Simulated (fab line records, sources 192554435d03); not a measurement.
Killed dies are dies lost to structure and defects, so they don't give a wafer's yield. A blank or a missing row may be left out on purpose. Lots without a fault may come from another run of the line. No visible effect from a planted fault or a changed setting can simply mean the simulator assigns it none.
The tool behind it: which one? ; flow n5-finfet ; 24 lots, 72 wafers sampled, at 6 steps of a route of 1938

== WHAT THE GAUGES READ, wafer by wafer ==
The record lacks any reading of a measuring or inspecting step that a usual standard deviation could be used to judge.

== WHICH TOOL RAN EACH LOT (tool, then ch and the chambers of the sampled wafers, then the start) ==
lot;N5_BEOL_M2_ETCHBACK_99;N5_BEOL_M2_PRE_CLEAN_45;N5_BEOL_M2_SPUTTER_81;N5_BEOL_M2_ANNEAL_89;N5_BEOL_M2_SPUTTER_96;N5_BEOL_M2_PRE_CLEAN_60
L074;rie-diel-02 ch 0,2, day 7 02:27;pvd-sputter-03, day 7 03:19;pvd-sputter-03, day 7 04:21;pvd-sputter-03, day 7 04:52;pvd-sputter-03, day 7 05:40;cvd-co-02 ch 0,2, day 7 06:29
L075;rie-diel-04 ch 1,2,3, day 7 02:31;pvd-sputter-02, day 7 03:22;pvd-sputter-01, day 7 04:31;pvd-sputter-01, day 7 05:02;pvd-sputter-01, day 7 05:50;cvd-co-02 ch 1,2, day 7 06:46
L076;rie-diel-04 ch 1,3, day 7 07:07;pvd-sputter-02, day 7 08:11;pvd-sputter-03, day 7 10:05;pvd-sputter-03, day 7 10:37;pvd-sputter-03, day 7 11:25;cvd-co-01 ch 1,2, day 7 12:14
L077;rie-diel-03 ch 1,2,3, day 7 15:38;pvd-sputter-01, day 7 16:32;pvd-sputter-03, day 7 17:38;pvd-sputter-03, day 7 18:09;pvd-sputter-03, day 7 18:57;cvd-co-02 ch 1,2, day 7 19:47
L078;rie-diel-03 ch 0,2, day 7 20:09;pvd-sputter-02, day 7 20:57;pvd-sputter-01, day 7 22:13;pvd-sputter-01, day 7 22:44;pvd-sputter-01, day 7 23:32;cvd-co-01 ch 0,1,2, day 8 00:22
L079;rie-diel-03 ch 0,3, day 8 14:10;pvd-sputter-03, day 8 14:52;pvd-sputter-02, day 8 15:58;pvd-sputter-02, day 8 16:29;pvd-sputter-02, day 8 17:17;cvd-co-02 ch 1,2, day 8 18:07
L080;rie-diel-04 ch 1,2,3, day 8 14:15;pvd-sputter-02, day 8 14:56;pvd-sputter-01, day 8 16:11;pvd-sputter-01, day 8 16:42;pvd-sputter-01, day 8 17:30;cvd-co-01 ch 0,1,2, day 8 18:22
L081;rie-diel-03 ch 1,3, day 8 20:47;pvd-sputter-03, day 8 21:46;pvd-sputter-01, day 9 00:33;pvd-sputter-01, day 9 01:04;pvd-sputter-01, day 9 01:52;cvd-co-02 ch 0,1, day 9 02:42
L082;rie-diel-02 ch 0,3, day 8 23:38;pvd-sputter-03, day 9 00:36;pvd-sputter-03, day 9 01:49;pvd-sputter-03, day 9 02:20;pvd-sputter-03, day 9 03:08;cvd-co-02 ch 1,2, day 9 03:59
L084;rie-diel-02 ch 0,2,3, day 9 01:49;pvd-sputter-01, day 9 03:02;pvd-sputter-01, day 9 04:09;pvd-sputter-01, day 9 04:40;pvd-sputter-01, day 9 05:28;cvd-co-02 ch 0,1, day 9 06:20
L083;rie-diel-02 ch 0,1,2, day 9 02:32;pvd-sputter-02, day 9 03:28;pvd-sputter-03, day 9 04:46;pvd-sputter-03, day 9 05:17;pvd-sputter-03, day 9 06:05;cvd-co-02 ch 0,1, day 9 07:57
L085;rie-diel-02 ch 2,3, day 9 18:28;pvd-sputter-02, day 9 19:26;pvd-sputter-03, day 9 20:37;pvd-sputter-03, day 9 21:08;pvd-sputter-03, day 9 21:56;cvd-co-01 ch 0,1, day 9 23:16
L086;rie-diel-03 ch 1,2, day 9 22:13;pvd-sputter-03, day 9 22:53;pvd-sputter-02, day 10 01:01;pvd-sputter-02, day 10 01:32;pvd-sputter-02, day 10 02:20;cvd-co-02 ch 0,1, day 10 03:10
L088;rie-diel-03 ch 0,2,3, day 10 16:53;pvd-sputter-01, day 10 18:10;pvd-sputter-02, day 10 19:34;pvd-sputter-02, day 10 20:05;pvd-sputter-02, day 10 20:53;cvd-co-01 ch 0,1, day 10 21:43
L090;rie-diel-03 ch 2,3, day 10 17:41;pvd-sputter-02, day 10 18:30;pvd-sputter-03, day 10 20:10;pvd-sputter-03, day 10 22:17;pvd-sputter-03, day 10 23:05;cvd-co-02 ch 0,2, day 10 23:54
L089;rie-diel-04 ch 0,1, day 10 17:43;pvd-sputter-02, day 10 18:37;pvd-sputter-01, day 10 19:44;pvd-sputter-01, day 10 20:16;pvd-sputter-01, day 10 21:04;cvd-co-02 ch 0,1,2, day 10 21:55
L087;rie-diel-03 ch 0,1,2, day 11 09:26;pvd-sputter-03, day 11 10:04;pvd-sputter-01, day 11 11:22;pvd-sputter-01, day 11 11:53;pvd-sputter-01, day 11 12:41;cvd-co-01 ch 0,1, day 11 13:31
L092;rie-diel-03 ch 0,2, day 11 10:08;pvd-sputter-03, day 11 10:56;pvd-sputter-03, day 11 12:01;pvd-sputter-03, day 11 12:32;pvd-sputter-03, day 11 13:20;cvd-co-02 ch 0,2, day 11 14:09
L093;rie-diel-02 ch 1,2,3, day 11 12:55;pvd-sputter-01, day 11 14:09;pvd-sputter-03, day 11 15:42;pvd-sputter-03, day 11 16:13;pvd-sputter-03, day 11 17:01;cvd-co-01 ch 0,1, day 11 17:50
L094;rie-diel-03 ch 0,3, day 11 21:35;pvd-sputter-03, day 11 22:54;pvd-sputter-03, day 12 00:08;pvd-sputter-03, day 12 00:40;pvd-sputter-03, day 12 01:28;cvd-co-01 ch 0,1, day 12 02:17
L091;rie-diel-02 ch 1,2,3, day 11 22:19;pvd-sputter-03, day 11 23:10;pvd-sputter-03, day 12 01:59;pvd-sputter-03, day 12 02:30;pvd-sputter-03, day 12 03:18;cvd-co-01 ch 0,1, day 12 04:20
L095;rie-diel-04 ch 2,3, day 11 22:31;pvd-sputter-03, day 11 23:28;pvd-sputter-02, day 12 02:08;pvd-sputter-02, day 12 02:40;pvd-sputter-02, day 12 03:28;cvd-co-01 ch 0,1, day 12 04:52
L096;rie-diel-02 ch 1,2, day 12 07:40;pvd-sputter-03, day 12 08:40;pvd-sputter-01, day 12 09:49;pvd-sputter-01, day 12 10:20;pvd-sputter-01, day 12 11:08;cvd-co-02 ch 1,2, day 12 11:57
L097;rie-diel-04 ch 1,3, day 12 13:04;pvd-sputter-03, day 12 14:07;pvd-sputter-02, day 12 16:41;pvd-sputter-02, day 12 17:12;pvd-sputter-02, day 12 18:00;cvd-co-02 ch 0,2, day 12 18:49
- N5_BEOL_M2_ETCHBACK_99: etches SiO2 in CHF3, target depth 5 nm, time 10.4 s.
- N5_BEOL_M2_PRE_CLEAN_45: time 30 s.
- N5_BEOL_M2_SPUTTER_81: material Cu, target thk 4.5 nm, time 8.29 s.
- N5_BEOL_M2_ANNEAL_89: time 240 s.
- N5_BEOL_M2_SPUTTER_96: material Cu, target thk 4.5 nm, time 8.29 s.
- N5_BEOL_M2_PRE_CLEAN_60: time 15 s.

== AS READ BY THE TOOLS THEMSELVES (means over the sampled wafers that have a number; for cases with no such wafer, the mark the record gives instead) ==
N5_BEOL_M2_ETCHBACK_99.
lot;tool;drypump-motor-current-A (A);oes_f_703_au (a.u.);oes-product-au (a.u.);rf-vpp-V (V);showerhead-plenum-p-Torr (Torr);throttle-valve-pct (%)
L074;rie-diel-02;6.2;0.82;0.82;240;2.14;16.96
L075;rie-diel-04;5.8;0.83;0.83;243;2.13;16.94
L076;rie-diel-04;5.5;0.89;0.89;245;2.16;16.90
L077;rie-diel-03;6.1;0.74;0.74;239;2.12;17.18
L078;rie-diel-03;5.9;0.76;0.76;240;2.10;16.95
L079;rie-diel-03;6.0;0.72;0.74;244;2.06;17.07
L080;rie-diel-04;5.8;0.80;0.81;244;2.13;16.96
L081;rie-diel-03;6.1;0.70;0.71;243;2.07;17.30
L082;rie-diel-02;5.8;0.87;0.89;245;2.17;17.10
L084;rie-diel-02;5.9;0.81;0.83;242;2.18;17.04
L083;rie-diel-02;6.1;0.76;0.75;240;2.15;17.01
L085;rie-diel-02;5.8;0.76;0.79;243;2.22;17.08
L086;rie-diel-03;6.0;0.77;0.76;235;2.15;17.11
L088;rie-diel-03;5.9;0.73;0.73;241;2.09;17.12
L090;rie-diel-03;5.8;0.72;0.72;240;2.09;17.25
L089;rie-diel-04;5.9;0.87;0.86;238;2.22;16.72
L087;rie-diel-03;6.1;0.73;0.73;237;2.11;17.12
L092;rie-diel-03;5.8;0.76;0.75;237;2.12;17.03
L093;rie-diel-02;5.8;0.74;0.74;242;2.19;17.10
L094;rie-diel-03;6.0;0.70;0.71;243;2.05;17.13
L091;rie-diel-02;5.8;0.73;0.74;243;2.19;17.10
L095;rie-diel-04;5.5;0.80;0.80;248;2.16;17.13
L096;rie-diel-02;5.9;0.69;0.69;241;2.19;17.06
L097;rie-diel-04;5.9;0.81;0.81;240;2.10;16.87

N5_BEOL_M2_PRE_CLEAN_45.
lot;tool;heater-power-w (W)
L074;pvd-sputter-03;328
L075;pvd-sputter-02;338
L076;pvd-sputter-02;359
L077;pvd-sputter-01;325
L078;pvd-sputter-02;380
L079;pvd-sputter-03;327
L080;pvd-sputter-02;322
L081;pvd-sputter-03;328
L082;pvd-sputter-03;327
L084;pvd-sputter-01;336
L083;pvd-sputter-02;395
L085;pvd-sputter-02;398
L086;pvd-sputter-03;333
L088;pvd-sputter-01;346
L090;pvd-sputter-02;393
L089;pvd-sputter-02;372
L087;pvd-sputter-03;338
L092;pvd-sputter-03;331
L093;pvd-sputter-01;321
L094;pvd-sputter-03;335
L091;pvd-sputter-03;329
L095;pvd-sputter-03;321
L096;pvd-sputter-03;315
L097;pvd-sputter-03;327

N5_BEOL_M2_SPUTTER_81.
lot;tool;throttle-valve-pct (%)
L074;pvd-sputter-03;30.8
L075;pvd-sputter-01;29.5
L076;pvd-sputter-03;30.3
L077;pvd-sputter-03;30.7
L078;pvd-sputter-01;29.8
L079;pvd-sputter-02;29.2
L080;pvd-sputter-01;29.8
L081;pvd-sputter-01;29.5
L082;pvd-sputter-03;31.2
L084;pvd-sputter-01;29.9
L083;pvd-sputter-03;30.1
L085;pvd-sputter-03;30.3
L086;pvd-sputter-02;29.8
L088;pvd-sputter-02;29.4
L090;pvd-sputter-03;30.9
L089;pvd-sputter-01;29.5
L087;pvd-sputter-01;29.6
L092;pvd-sputter-03;30.9
L093;pvd-sputter-03;30.9
L094;pvd-sputter-03;30.9
L091;pvd-sputter-03;30.9
L095;pvd-sputter-02;29.3
L096;pvd-sputter-01;29.3
L097;pvd-sputter-02;29.6

N5_BEOL_M2_ANNEAL_89.
lot;tool;heater-power-w (W)
L074;pvd-sputter-03;854
L075;pvd-sputter-01;906
L076;pvd-sputter-03;829
L077;pvd-sputter-03;843
L078;pvd-sputter-01;861
L079;pvd-sputter-02;934
L080;pvd-sputter-01;828
L081;pvd-sputter-01;867
L082;pvd-sputter-03;793
L084;pvd-sputter-01;910
L083;pvd-sputter-03;838
L085;pvd-sputter-03;831
L086;pvd-sputter-02;869
L088;pvd-sputter-02;921
L090;pvd-sputter-03;770
L089;pvd-sputter-01;869
L087;pvd-sputter-01;805
L092;pvd-sputter-03;819
L093;pvd-sputter-03;823
L094;pvd-sputter-03;821
L091;pvd-sputter-03;819
L095;pvd-sputter-02;937
L096;pvd-sputter-01;805
L097;pvd-sputter-02;787

N5_BEOL_M2_SPUTTER_96.
lot;tool;throttle-valve-pct (%)
L074;pvd-sputter-03;30.7
L075;pvd-sputter-01;29.6
L076;pvd-sputter-03;30.2
L077;pvd-sputter-03;30.8
L078;pvd-sputter-01;29.8
L079;pvd-sputter-02;29.1
L080;pvd-sputter-01;29.7
L081;pvd-sputter-01;29.3
L082;pvd-sputter-03;31.2
L084;pvd-sputter-01;29.8
L083;pvd-sputter-03;30.4
L085;pvd-sputter-03;30.1
L086;pvd-sputter-02;29.6
L088;pvd-sputter-02;29.0
L090;pvd-sputter-03;30.7
L089;pvd-sputter-01;29.5
L087;pvd-sputter-01;29.6
L092;pvd-sputter-03;31.0
L093;pvd-sputter-03;30.9
L094;pvd-sputter-03;31.2
L091;pvd-sputter-03;30.9
L095;pvd-sputter-02;29.2
L096;pvd-sputter-01;29.4
L097;pvd-sputter-02;29.6

N5_BEOL_M2_PRE_CLEAN_60.
lot;tool;heater-power-w (W)
L074;cvd-co-02;105
L075;cvd-co-02;112
L076;cvd-co-01;76
L077;cvd-co-02;100
L078;cvd-co-01;79
L079;cvd-co-02;112
L080;cvd-co-01;80
L081;cvd-co-02;92
L082;cvd-co-02;111
L084;cvd-co-02;94
L083;cvd-co-02;92
L085;cvd-co-01;85
L086;cvd-co-02;92
L088;cvd-co-01;87
L090;cvd-co-02;107
L089;cvd-co-02;102
L087;cvd-co-01;85
L092;cvd-co-02;108
L093;cvd-co-01;87
L094;cvd-co-01;85
L091;cvd-co-01;85
L095;cvd-co-01;87
L096;cvd-co-02;112
L097;cvd-co-02;104

== THE ANSWER, worked out from the rows above alone ==
Rule: the usual values come from the lots themselves. The widest of any qualifying gaps counts: lots, ordered by their means at a reading, are off when they make up no more than a third of the lots, leave a main group of 4 or more, and stand apart from it by 3 or more times the standard deviation of that group's means. A main group is skipped when, at the precision printed for the reading in the tables above, its means are all equal. Also off: a lot with no number at a reading for which 4 or more lots have one. All remaining lots with rows at the step are treated as sound. After the gauges, taken in route order, come the tools' own readings; for these a lot's mean is taken, as printed above. The first step at which some lot is off is used, and at that step the reading that is off furthest; a lot without a number counts as furthest.
Nothing can be told from this: no lot is off at any reading shown.

== WHAT HAD BEEN PUT IN BY THE SIMULATOR ==
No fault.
